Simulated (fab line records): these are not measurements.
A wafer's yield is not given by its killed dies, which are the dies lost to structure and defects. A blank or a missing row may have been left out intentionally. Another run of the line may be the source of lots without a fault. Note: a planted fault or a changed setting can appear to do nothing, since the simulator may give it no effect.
3 desks looking at one fault	flow n5 finfet	numbers are kept per desk, each desk with only its own; the story behind them comes last

## TOOL OWNER'S DESK, rie diel-04
The tool's own readings at N5_BEOL_M10_TRENCH_ETCH_37 (etches SiCOH lowk in C4F6/O2, target depth 148.83 nm, time 48 s): means of the sampled wafers that have a number, for each lot that ran on this tool. Marked OUT: a lot whose mean sits more than 4 standard deviations from the usual mean, which makes it out of limits; the brackets give that distance.
Columns: A = O2_flow_sccm at N5_BEOL_M10_TRENCH_ETCH_37, usual 10.00 sccm; B = drypump motor current A at N5_BEOL_M10_TRENCH_ETCH_37, usual 5.6 A; C = oes_f_703_au at N5_BEOL_M10_TRENCH_ETCH_37, usual 0.81 a.u.; D = oes product au at N5_BEOL_M10_TRENCH_ETCH_37, usual 0.82 a.u.; E = rf vpp V at N5_BEOL_M10_TRENCH_ETCH_37, usual 668 V; F = showerhead plenum p Torr at N5_BEOL_M10_TRENCH_ETCH_37, usual 2.90 Torr; G = throttle valve pct at N5_BEOL_M10_TRENCH_ETCH_37, usual 20.89 %
lot	first seen here	A	B	C	D	E	F	G
L267	day 12 01:20	9.97	5.8	0.84	0.85	669	2.89	20.87
L271	day 13 05:51	10.01	5.4	0.80	0.80	665	2.94	20.64
L276	day 14 05:07	9.97	5.8	0.81	0.82	670	2.88	20.90
L278	day 14 13:19	9.99	5.6	0.78	0.79	674	2.79	20.87
L284	day 15 21:28	9.99	5.8	0.76	0.63	661	2.89	20.68
This desk's verdict: no lot among the 5 shows anything out of limits.

## METROLOGY DESK
What the gauges read for every lot (on any tool): the sampled wafers with a number, averaged. Marked OUT: a lot whose mean sits more than 4 standard deviations from the usual mean, which makes it out of limits; the brackets give that distance. Of its 13 readings 7 are shown: the one that was out of limits first, and those that lie furthest out on some lot.
Columns: A = IOFF_P at N5_BEOL_M4_RC_MEAS_101, usual 0.206 nA/um; B = ION_P at N5_BEOL_M4_RC_MEAS_101, usual 462 uA/um; C = VT_N at N5_BEOL_M4_RC_MEAS_101, usual 248.8 mV; D = VT_P at N5_BEOL_M4_RC_MEAS_101, usual -251 mV; E = trench depth nm at N5_BEOL_M10_OCD_MEAS_38, usual 149.4 nm; F = M10_THK at N5_BEOL_M10_THK_MEAS_53, usual 142.8 nm; G = M10_RS at N5_BEOL_M10_RS_MEAS_57, usual 0.1498 ohm/sq
lot	first seen here	A	B	C	D	E	F	G
L267	day 9 09:15	0.201	454	248.7	-253	150.6	142.8	0.1490
L271	day 10 06:55	0.219	469	249.6	-249	147.1	140.3	0.1521
L269	day 10 08:19	0.202	463	249.6	-252	150.9	143.8	0.1477
L276	day 11 23:53	0.205	467	249.1	-251	150.7	143.2	0.1491
L278	day 12 01:35	0.226	466	250.0	-248	148.1	139.2	0.1517
L283	day 13 11:52	0.171	450	249.8	-257	147.9	142.7	0.1512
L284	day 13 16:56	0.212	463	247.2	-249	107.7 (-22) OUT	100.1 (-19) OUT	0.2450 (+40) OUT
L289	day 15 13:02	0.180	459	252.8	-252	148.1	143.0	0.1507
This desk's finding: out of limits on L284; first on L284, day 15 21:38 (trench depth nm at N5_BEOL_M10_OCD_MEAS_38). In limits: L267, L271, L269, L276, L278, L283, L289.

## THE DEFECT DESK
What the inspections along the route counted, lot by lot: means of the sampled wafers that have a number. Marked OUT: a lot whose mean sits more than 4 standard deviations from the usual mean, which makes it out of limits; the brackets give that distance.
Columns: A = raw defect count at N5_BEOL_M10_INSPECT_30, usual 404
lot	first seen here	A
L267	day 12 00:59	425
L269	day 13 01:34	495
L271	day 13 05:30	417
L276	day 14 04:45	307
L278	day 14 12:58	436
L283	day 15 19:41	401
L284	day 15 19:44	397
L289	day 18 03:26	362
This desk's verdict: no lot among the 8 shows anything out of limits.

## TAKEN TOGETHER
L284 would have let the metrology desk raise an alarm at day 15 21:38.
The tool owner's desk saw nothing out of limits.
Nothing the defect desk looked at was out of limits.
The tool owner's desk has L284 on record, within its limits.
The defect desk has L284 on record, within its limits.
N5_BEOL_M10_TRENCH_ETCH_37 was run on rie diel-04 by each of the lots named.

## WHAT THE SIMULATOR HAD PUT IN
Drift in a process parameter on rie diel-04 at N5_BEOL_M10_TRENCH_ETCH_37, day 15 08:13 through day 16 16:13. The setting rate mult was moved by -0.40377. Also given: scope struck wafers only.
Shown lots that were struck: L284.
Hours from the fault's start to each desk's first reading out of limits: the metrology desk, 13.
